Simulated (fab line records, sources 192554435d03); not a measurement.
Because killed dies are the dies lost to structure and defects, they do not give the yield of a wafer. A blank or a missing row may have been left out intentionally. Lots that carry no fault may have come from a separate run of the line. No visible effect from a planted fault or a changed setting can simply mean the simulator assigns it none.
Code-filled problem report in 8D (eight disciplines) form / flow n5_finfet / the parts of the form that need people (team, actions taken, sign-off) are left out

1. THE ISSUE
etch_rf_on_time_s at N5_BEOL_M11_ETCH_61 reads a mean of 105.5 s on 3 wafers of 3 lots; wafers without a fault read 65.8 s with a standard deviation of 1.3. Measured from the usual mean, that is +31 standard deviations.
The step: etches SiARC in CF4, target depth 39 nm, time 65 s.
First seen on wafer L585.3, day 15 07:11, on rie_diel-02. At this step, 31 wafers from 12 lots have a number in the record. The rule behind "out" and "out of limits": a value lying over 4 standard deviations away from the usual mean. The rest of the wafers with a number are treated as sound.

2. WHAT IT IS, AND WHAT IT ISN'T
question=which readings at this step | is=etch_rf_on_time_s | is not=chamber_pressure_mTorr, drypump_motor_current_A, oes_product_au, rf_vpp_V, showerhead_plenum_p_Torr, throttle_valve_pct
question=which lots | is=L584, L585, L587 | is not=L575, L576, L577, L579, L581, L588, L589, L591, L593
question=which wafers of those lots | is=L584.4, L585.3, L587.3 | is not=L584.1, L585.1, L587.1
question=read on which tools | is=rie_diel-02 | is not=rie_diel-01, rie_diel-06
question=when | is=from day 15 07:11 | is not=up to then (14 sound wafers); but 14 sound wafers of L584, L587, L588, L589, L591, L593 came after

3. SUSPECTS, AND WHAT RULES EACH OUT
Counting: any tool at a process step up to the reading remains a suspect provided it ran every lot that is out. Sound lots after the first of them don't rule it out here, since some wafers of a struck lot are sound.
- rie_diel-02 at N5_BEOL_M11_ETCH_61 (etches SiARC in CF4, target depth 39 nm, time 65 s): kept. It ran every lot that is out, first L585 (day 15 07:11); its last sound lot up to then is L581 (day 14 11:41). On those wafers its own readings are out: etch_rf_on_time_s.
The count leaves rie_diel-02 at N5_BEOL_M11_ETCH_61.

4. THE CAUSE (what the simulator had put in)
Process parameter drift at N5_BEOL_M11_ETCH_61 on rie_diel-02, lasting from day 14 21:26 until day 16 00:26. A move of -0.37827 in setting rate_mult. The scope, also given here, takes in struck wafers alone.
After counting, this tool was the only one left.

5. THE EFFECT CHAIN, in route order
One row per reading whose mean, taken over the struck wafers that have a number, lies over 3 standard deviations from the usual. Only readings for which the record gives a usual standard deviation are gone through. hours: the time from each lot's start at the first step in this table that gives one to its start at this step, as a median over the lots. sigmas: the change in usual standard deviations.
hours=0; step=N5_BEOL_M11_ETCH_61; reading=etch_rf_on_time_s; usual=65.8 s; on struck wafers=105.5; change=+39.7; sigmas=+31
Process steps it contains:
- N5_BEOL_M11_ETCH_61: etches SiARC in CF4, target depth 39 nm, time 65 s.
Readings that are blank on the struck wafers while sound wafers have them: rf_fwd_power_W at N5_BEOL_M11_ETCH_61.

6. HOW IT WOULD HAVE BEEN CAUGHT EARLIER
In this record the first reading out of limits was taken at day 15 07:11, 10 hours after the fault began at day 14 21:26.
